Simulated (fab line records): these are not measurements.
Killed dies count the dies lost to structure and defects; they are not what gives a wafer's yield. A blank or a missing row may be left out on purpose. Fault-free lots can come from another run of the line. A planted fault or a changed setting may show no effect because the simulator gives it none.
The tool behind it: which one? | flow nandHarc | 72 wafers from 24 lots sampled at 3 of the route's 1159 steps

WHAT EACH GAUGE READ, for each wafer
NHARC_A_CHANNEL_HOLE_D1_OVL_MEAS_11.
lot  | measured     | on         | overlayXNm (nm) | overlayYNm (nm)
L074 | day 7 19:10  | overlay-02 | -1.9 -1.5 -2.2  | 0.5 0.8 1.3
L075 | day 8 19:23  | overlay-01 | 0.4 0.7 -0.3    | 0.3 -0.8 -0.4
L076 | day 8 19:38  | overlay-02 | 0.8 0.4 0.6     | -0.2 0.0 0.0
L077 | day 9 08:21  | overlay-02 | -1.7 -2.1 -2.6  | -0.8 -0.1 -0.4
L078 | day 9 09:25  | overlay-01 | 0.5 0.3 0.9     | -1.1 -1.4 -1.5
L079 | day 9 08:18  | overlay-01 | -1.4 -2.2 -1.4  | 1.5 1.5 0.7
L080 | day 9 18:44  | overlay-01 | -0.5 -0.1 0.3   | -0.3 0.2 -0.3
L081 | day 10 00:25 | overlay-02 | 1.0 1.1 0.8     | -1.6 -1.0 -1.0
L082 | day 9 23:40  | overlay-01 | -0.5 -0.1 -1.0  | -0.3 -0.1 -0.3
L083 | day 10 07:58 | overlay-02 | 1.4 1.6 1.3     | -0.9 -0.7 -0.3
L084 | day 10 15:47 | overlay-01 | -0.3 -1.0 -0.7  | -1.7 -2.1 -1.7
L087 | day 11 06:48 | overlay-02 | -0.4 0.0 0.1    | -1.9 -1.7 -2.0
L086 | day 11 07:58 | overlay-02 | -1.6 -0.9 -1.4  | 0.9 1.0 1.1
L085 | day 11 08:14 | overlay-01 | -0.9 -1.3 -1.3  | 0.0 0.0 -0.5
L089 | day 12 00:31 | overlay-01 | -0.7 -1.4 -0.8  | -0.8 -0.6 -0.6
L088 | day 11 23:10 | overlay-01 | -1.1 -0.4 -0.9  | -0.8 -0.2 -0.3
L091 | day 12 00:40 | overlay-02 | 0.1 -0.2 0.1    | 0.4 0.6 1.0
L090 | day 12 08:23 | overlay-02 | -0.4 -0.1 -0.7  | -0.7 -1.0 -0.6
L092 | day 12 12:19 | overlay-01 | 0.2 0.2 -0.1    | -2.0 -1.9 -1.5
L094 | day 13 08:46 | overlay-02 | 1.0 0.2 0.6     | -1.2 -1.0 -0.4
L093 | day 13 07:02 | overlay-01 | -1.2 -0.8 -0.5  | -0.4 -0.1 -0.3
L095 | day 13 08:26 | overlay-01 | -1.2 -1.2 -0.9  | -0.5 -0.1 -0.1
L096 | day 13 19:19 | overlay-02 | 0.1 -0.2 0.1    | 0.2 0.8 0.8
L097 | day 13 20:11 | overlay-02 | 1.0 1.1 1.6     | -1.2 -0.9 -0.6

TOOL THAT RAN EACH LOT (tool first, then ch and the chambers of the sampled wafers, then the start)
lot  | NHARC_P_M2_ETCH_15                           | NHARC_P_M2_CMP_23
L074 | rieDiel-07 ch 0,1,2, day 5 21:36 or earlier  | cmp-01 ch 1,2, day 5 21:36
L075 | rieDiel-09 ch 0,2, day 6 19:58 or earlier    | cmp-01 ch 1,2,3, day 6 19:58
L076 | rieDiel-08 ch 1,3, day 6 20:17 or earlier    | cmp-03 ch 0,1,3, day 6 20:17
L077 | rieDiel-09 ch 2,3, day 7 06:43 or earlier    | cmp-04 ch 0,1,2, day 7 06:43
L078 | rieDiel-07 ch 1,2, day 7 10:38 or earlier    | cmp-04 ch 1,2, day 7 10:38
L079 | rieDiel-09 ch 2,3, day 7 11:04 or earlier    | cmp-01 ch 1,2, day 7 11:04
L080 | rieDiel-09 ch 0,1,3, day 7 15:57 or earlier  | cmp-04 ch 0,2,3, day 7 15:57
L081 | rieDiel-09 ch 0,1,3, day 8 01:04 or earlier  | cmp-04 ch 1,2, day 8 01:04
L082 | rieDiel-09 ch 1,2,3, day 8 02:11 or earlier  | cmp-01 ch 1,2,3, day 8 02:11
L083 | rieDiel-09 ch 1,2,3, day 8 11:19 or earlier  | cmp-04 ch 2,3, day 8 11:19
L084 | rieDiel-09 ch 0,3, day 8 16:53 or earlier    | cmp-03 ch 0,1, day 8 16:53
L087 | rieDiel-08 ch 0,1, day 9 08:38 or earlier    | cmp-04 ch 1,2, day 9 08:38
L086 | rieDiel-08 ch 0,1, day 9 09:25 or earlier    | cmp-04 ch 0,2,3, day 9 09:25
L085 | rieDiel-07 ch 0,1, day 9 09:42 or earlier    | cmp-01 ch 2,3, day 9 09:42
L089 | rieDiel-09 ch 2,3, day 10 02:11 or earlier   | cmp-04 ch 0,2,3, day 10 02:11
L088 | rieDiel-09 ch 1,3, day 10 03:59 or earlier   | cmp-01 ch 1,2,3, day 10 03:59
L091 | rieDiel-09 ch 2,3, day 10 03:55 or earlier   | cmp-03 ch 0,1,3, day 10 03:55
L090 | rieDiel-09 ch 1,2,3, day 10 09:08 or earlier | cmp-04 ch 2,3, day 10 09:08
L092 | rieDiel-09 ch 1,3, day 10 14:59 or earlier   | cmp-03 ch 0,3, day 10 14:59
L094 | rieDiel-08 ch 0,1, day 11 10:11 or earlier   | cmp-03 ch 0,2,3, day 11 10:11
L093 | rieDiel-07 ch 1,3, day 11 10:14 or earlier   | cmp-04 ch 0,3, day 11 10:14
L095 | rieDiel-09 ch 0,3, day 11 12:16 or earlier   | cmp-03 ch 1,2,3, day 11 12:16
L096 | rieDiel-09 ch 0,3, day 11 16:10 or earlier   | cmp-01 ch 0,2,3, day 11 16:10
L097 | rieDiel-08 ch 0,2,3, day 11 17:14 or earlier | cmp-01 ch 0,1,2, day 11 17:14
- NHARC_P_M2_ETCH_15: etches the open film in C4F8/Ar, target depth 182.5 nm, time 91.2 s.
- NHARC_P_M2_CMP_23: polishes, t overpolish 20 s, target thk 144.3 nm.

AS READ BY THE TOOLS THEMSELVES (means over the sampled wafers that have a number; for cases with no such wafer, the mark the record gives instead)
NHARC_P_M2_ETCH_15.
lot  | tool       | oesProductAu (a.u.) | rfVppV (V)
L074 | rieDiel-07 | 0.920               | 441
L075 | rieDiel-09 | 0.957               | 439
L076 | rieDiel-08 | 0.949               | 442
L077 | rieDiel-09 | 0.966               | 442
L078 | rieDiel-07 | 0.920               | 438
L079 | rieDiel-09 | 0.961               | 442
L080 | rieDiel-09 | 0.964               | 442
L081 | rieDiel-09 | 0.982               | 442
L082 | rieDiel-09 | 0.957               | 440
L083 | rieDiel-09 | 0.920               | 440
L084 | rieDiel-09 | 0.923               | 445
L087 | rieDiel-08 | 0.903               | 442
L086 | rieDiel-08 | 0.907               | 441
L085 | rieDiel-07 | 0.917               | 443
L089 | rieDiel-09 | 0.947               | 442
L088 | rieDiel-09 | 0.958               | 443
L091 | rieDiel-09 | 0.921               | 440
L090 | rieDiel-09 | 0.960               | 441
L092 | rieDiel-09 | 0.975               | 439
L094 | rieDiel-08 | 0.922               | 441
L093 | rieDiel-07 | 0.967               | 443
L095 | rieDiel-09 | 0.963               | 444
L096 | rieDiel-09 | 0.957               | 445
L097 | rieDiel-08 | 0.929               | 443

NHARC_P_M2_CMP_23.
lot  | tool   | motorCurrentA (A) | timeToEndpointS (s)
L074 | cmp-01 | 11.9              | 27.3
L075 | cmp-01 | 12.2              | 29.9
L076 | cmp-03 | 12.1              | 32.0
L077 | cmp-04 | 12.3              | 26.8
L078 | cmp-04 | 11.5              | 29.7
L079 | cmp-01 | 12.2              | 30.3
L080 | cmp-04 | 12.2              | 29.9
L081 | cmp-04 | 11.8              | 29.7
L082 | cmp-01 | 12.3              | 29.7
L083 | cmp-04 | 11.7              | 28.4
L084 | cmp-03 | 12.0              | 31.3
L087 | cmp-04 | 11.8              | 30.3
L086 | cmp-04 | 12.7              | 26.5
L085 | cmp-01 | 11.7              | 29.0
L089 | cmp-04 | 11.9              | 29.7
L088 | cmp-01 | 11.8              | 31.5
L091 | cmp-03 | 12.2              | 32.0
L090 | cmp-04 | 11.7              | 33.6
L092 | cmp-03 | 12.8              | 35.0
L094 | cmp-03 | 12.7              | 32.9
L093 | cmp-04 | 12.1              | 27.5
L095 | cmp-03 | 12.4              | 31.7
L096 | cmp-01 | 11.1              | 30.8
L097 | cmp-01 | 11.8              | 29.1

THE ANSWER, worked out from the rows above alone
Rule: usual is defined by the lots themselves. The widest of any qualifying gaps counts: lots, ordered by their means at a reading, are off when they make up no more than a third of the lots, leave a main group of 4 or more, and stand apart from it by 3 or more times the standard deviation of that group's means. The tables above print the reading to a certain number of digits; a main group whose means all agree to those digits is not used. A lot without any number at a reading at which 4 lots or more have one is off too. Any other lot the step has rows for is counted as sound. First the gauges in route order, then the tools' own readings, where a lot's mean is used as printed above. The first step at which some lot is off is used, and at that step the reading that is off furthest; a lot without a number counts as furthest.
No lot is off on any of the readings shown, so nothing can be concluded from this.

WHAT HAD BEEN PUT IN BY THE SIMULATOR
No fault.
